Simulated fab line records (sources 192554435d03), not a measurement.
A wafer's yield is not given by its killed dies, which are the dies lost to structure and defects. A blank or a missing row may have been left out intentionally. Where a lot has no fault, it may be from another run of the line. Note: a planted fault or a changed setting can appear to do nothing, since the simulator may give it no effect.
Matching of chambers    flow n5 finfet    N5_BEOL_M3_ETCH_77 on rie diel-06 has 4 sister chambers
The step etches underlayer in N2/H2, target depth 6.5 nm, time 5.2 s. 4 wafers are shown with their chamber, then 8 later ones without.

WAFERS WITH THEIR CHAMBER
wafer   chamber  showerhead plenum p Torr (Torr)
L084.6  3        2.68
L089.3  1        2.51
L089.4  2        2.64
L092.2  0        2.51

WAFERS MISSING THEIR CHAMBER
wafer   showerhead plenum p Torr (Torr)
L092.4  2.50
L092.6  2.67
L093.1  2.67
L093.4  2.67
L093.6  2.67
L095.3  2.63
L095.5  2.63
L095.6  2.67

WHICH CHAMBER EACH ONE RAN IN
wafer   from the rows above      in truth
L092.4  can't be placed: 0 or 1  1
L092.6  can't be placed: 3 or 2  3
L093.1  can't be placed: 3 or 2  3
L093.4  can't be placed: 3 or 2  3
L093.6  can't be placed: 3 or 2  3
L095.3  2                        2
L095.5  2                        2
L095.6  can't be placed: 3 or 2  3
Correctly placed: 2 of 8. From these rows, 6 cannot be placed; in 6 the true chamber is one of the candidates. Number placed wrongly: 0.
How it was worked out, from the rows above alone: a wafer's distance from a chamber is the root of the sum, over the readings, of the square of ((its reading less the chamber's mean) divided by the reading's scatter). If the next closest chamber is less than 2 further off than the closest, the wafer can't be placed; otherwise it belongs to the closest. Each chamber's mean is taken over the wafers shown for it. The scatter: with one shown wafer a chamber, the root of the mean of the squares of how far each hidden wafer lies from its nearest shown one.
